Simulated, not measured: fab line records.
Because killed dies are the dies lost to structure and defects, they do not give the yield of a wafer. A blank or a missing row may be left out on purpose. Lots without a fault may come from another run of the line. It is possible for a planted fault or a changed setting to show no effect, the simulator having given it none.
Matching of chambers || flow n5Finfet || 4 sister chambers for N5_DUMMY_REMOVAL_HM_STRIP_01 on rieDiel-02
The step strips SiNx in CH3F/O2, stops on poly-Si, target depth 4 nm, time 6.8 s. 14 wafers are shown with their chamber, then 7 later ones without.

WAFERS WITH THEIR CHAMBER
{"wafer": "L629.1", "chamber": 1, "showerheadPlenumPTorr (Torr)": 2.08, "drypumpMotorCurrentA (A)": 5.5, "throttleValvePct (%)": 16.20}
{"wafer": "L629.4", "chamber": 0, "showerheadPlenumPTorr (Torr)": 1.91, "drypumpMotorCurrentA (A)": 6.1, "throttleValvePct (%)": 16.42}
{"wafer": "L629.5", "chamber": 3, "showerheadPlenumPTorr (Torr)": 1.90, "drypumpMotorCurrentA (A)": 6.2, "throttleValvePct (%)": 16.37}
{"wafer": "L634.1", "chamber": 2, "showerheadPlenumPTorr (Torr)": 2.10, "drypumpMotorCurrentA (A)": 5.3, "throttleValvePct (%)": 16.39}
{"wafer": "L634.2", "chamber": 0, "showerheadPlenumPTorr (Torr)": 1.91, "drypumpMotorCurrentA (A)": 6.2, "throttleValvePct (%)": 16.45}
{"wafer": "L634.4", "chamber": 1, "showerheadPlenumPTorr (Torr)": 2.08, "drypumpMotorCurrentA (A)": 5.5, "throttleValvePct (%)": 16.20}
{"wafer": "L638.1", "chamber": 1, "showerheadPlenumPTorr (Torr)": 2.08, "drypumpMotorCurrentA (A)": 5.5, "throttleValvePct (%)": 16.21}
{"wafer": "L638.2", "chamber": 3, "showerheadPlenumPTorr (Torr)": 1.89, "drypumpMotorCurrentA (A)": 6.2, "throttleValvePct (%)": 16.41}
{"wafer": "L638.3", "chamber": 0, "showerheadPlenumPTorr (Torr)": 1.91, "drypumpMotorCurrentA (A)": 6.2, "throttleValvePct (%)": 16.45}
{"wafer": "L639.1", "chamber": 1, "showerheadPlenumPTorr (Torr)": 2.08, "drypumpMotorCurrentA (A)": 5.5, "throttleValvePct (%)": 16.23}
{"wafer": "L639.5", "chamber": 1, "showerheadPlenumPTorr (Torr)": 2.08, "drypumpMotorCurrentA (A)": 5.5, "throttleValvePct (%)": 16.22}
{"wafer": "L639.6", "chamber": 0, "showerheadPlenumPTorr (Torr)": 1.91, "drypumpMotorCurrentA (A)": 6.2, "throttleValvePct (%)": 16.46}
{"wafer": "L641.1", "chamber": 3, "showerheadPlenumPTorr (Torr)": 1.89, "drypumpMotorCurrentA (A)": 6.2, "throttleValvePct (%)": 16.41}
{"wafer": "L641.2", "chamber": 1, "showerheadPlenumPTorr (Torr)": 2.08, "drypumpMotorCurrentA (A)": 5.5, "throttleValvePct (%)": 16.21}

SIGNATURES (averages over the wafers above)
{"reading": "showerheadPlenumPTorr", "chamber 0": 1.9100, "chamber 1": 2.0800, "chamber 2": 2.1000, "chamber 3": 1.8933, "scatter within a chamber": 0.00258}
{"reading": "drypumpMotorCurrentA", "chamber 0": 6.175, "chamber 1": 5.500, "chamber 2": 5.300, "chamber 3": 6.200, "scatter within a chamber": 0.0274}
{"reading": "throttleValvePct", "chamber 0": 16.4450, "chamber 1": 16.2117, "chamber 2": 16.3900, "chamber 3": 16.3967, "scatter within a chamber": 0.0163}
Rule: for each reading, subtract the chamber's mean from the wafer's reading, divide by that reading's scatter and square the result; add these up over the readings and take the root, which gives the wafer's distance from the chamber. If the next closest chamber is less than 2 further off than the closest, the wafer can't be placed; otherwise it belongs to the closest. The scatter: the root of (the sum of the squares of (reading less its chamber's mean) over the shown wafers, divided by (wafers less chambers)).

WAFERS WHOSE CHAMBER IS MISSING
{"wafer": "L641.6", "showerheadPlenumPTorr (Torr)": 1.89, "drypumpMotorCurrentA (A)": 6.2, "throttleValvePct (%)": 16.44}
{"wafer": "L647.1", "showerheadPlenumPTorr (Torr)": 2.09, "drypumpMotorCurrentA (A)": 5.3, "throttleValvePct (%)": 16.45}
{"wafer": "L647.2", "showerheadPlenumPTorr (Torr)": 1.90, "drypumpMotorCurrentA (A)": 6.1, "throttleValvePct (%)": 16.48}
{"wafer": "L647.5", "showerheadPlenumPTorr (Torr)": 2.07, "drypumpMotorCurrentA (A)": 5.5, "throttleValvePct (%)": 16.26}
{"wafer": "L648.1", "showerheadPlenumPTorr (Torr)": 1.90, "drypumpMotorCurrentA (A)": 6.2, "throttleValvePct (%)": 16.50}
{"wafer": "L648.3", "showerheadPlenumPTorr (Torr)": 2.07, "drypumpMotorCurrentA (A)": 5.5, "throttleValvePct (%)": 16.26}
{"wafer": "L648.5", "showerheadPlenumPTorr (Torr)": 2.07, "drypumpMotorCurrentA (A)": 5.5, "throttleValvePct (%)": 16.26}

CHAMBER TAKEN BY EACH
{"wafer": "L641.6", "from the rows above": 3, "in truth": 3}
{"wafer": "L647.1", "from the rows above": 2, "in truth": 2}
{"wafer": "L647.2", "from the rows above": "can't be placed: 0 or 3", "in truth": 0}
{"wafer": "L647.5", "from the rows above": 1, "in truth": 1}
{"wafer": "L648.1", "from the rows above": "can't be placed: 0 or 3", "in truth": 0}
{"wafer": "L648.3", "from the rows above": 1, "in truth": 1}
{"wafer": "L648.5", "from the rows above": 1, "in truth": 1}
Correct placement for 5 of the 7. Cannot be placed on the basis of these rows: 2; the candidates contain the true chamber in 2. 0 placed wrongly.
